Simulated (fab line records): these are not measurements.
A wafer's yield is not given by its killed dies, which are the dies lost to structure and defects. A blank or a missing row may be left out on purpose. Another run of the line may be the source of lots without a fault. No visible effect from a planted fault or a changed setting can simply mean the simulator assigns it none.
Matching of chambers / flow n5-finfet / rie-diel-05 running N5_PMOS_HMC_CHANNEL_EPI_STRIP_33: 4 sister chambers
The step strips in N2/H2. 4 wafers are shown with their chamber, then 12 later ones without.

## WAFERS, EACH WITH ITS CHAMBER
wafer=L081.3; chamber=2; showerhead-plenum-p-Torr (Torr)=3.56
wafer=L089.1; chamber=3; showerhead-plenum-p-Torr (Torr)=3.33
wafer=L089.2; chamber=1; showerhead-plenum-p-Torr (Torr)=3.56
wafer=L089.4; chamber=0; showerhead-plenum-p-Torr (Torr)=3.30

## WAFERS WITHOUT THEIR CHAMBER
wafer=L091.3; showerhead-plenum-p-Torr (Torr)=3.29
wafer=L091.4; showerhead-plenum-p-Torr (Torr)=3.32
wafer=L091.6; showerhead-plenum-p-Torr (Torr)=3.55
wafer=L092.4; showerhead-plenum-p-Torr (Torr)=3.32
wafer=L092.5; showerhead-plenum-p-Torr (Torr)=3.32
wafer=L092.6; showerhead-plenum-p-Torr (Torr)=3.55
wafer=L095.1; showerhead-plenum-p-Torr (Torr)=3.32
wafer=L095.2; showerhead-plenum-p-Torr (Torr)=3.55
wafer=L095.3; showerhead-plenum-p-Torr (Torr)=3.56
wafer=L096.1; showerhead-plenum-p-Torr (Torr)=3.55
wafer=L096.3; showerhead-plenum-p-Torr (Torr)=3.32
wafer=L096.4; showerhead-plenum-p-Torr (Torr)=3.56

## EACH ONE'S CHAMBER
wafer=L091.3; from the rows above=0; in truth=0
wafer=L091.4; from the rows above=can't be placed: 3 or 0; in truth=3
wafer=L091.6; from the rows above=can't be placed: 1 or 2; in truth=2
wafer=L092.4; from the rows above=can't be placed: 3 or 0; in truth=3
wafer=L092.5; from the rows above=can't be placed: 3 or 0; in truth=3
wafer=L092.6; from the rows above=can't be placed: 1 or 2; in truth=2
wafer=L095.1; from the rows above=can't be placed: 3 or 0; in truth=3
wafer=L095.2; from the rows above=can't be placed: 1 or 2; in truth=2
wafer=L095.3; from the rows above=can't be placed: 1 or 2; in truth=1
wafer=L096.1; from the rows above=can't be placed: 1 or 2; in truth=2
wafer=L096.3; from the rows above=can't be placed: 3 or 0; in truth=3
wafer=L096.4; from the rows above=can't be placed: 1 or 2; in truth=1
Correctly placed: 1 of 12. Not placeable from these rows: 11 (in 11, the candidates include the true chamber). Placed wrongly: 0.
How it was worked out, from the rows above alone: a wafer's distance from a chamber is the root of the sum, over the readings, of the square of ((its reading less the chamber's mean) divided by the reading's scatter). The wafer belongs to the nearest chamber; if the next one is less than 2 further off, it can't be placed. Each chamber's mean is taken over the wafers shown for it. The scatter (one wafer shown for each chamber): square how far every hidden wafer sits from the nearest shown wafer, average those squares and take the square root.
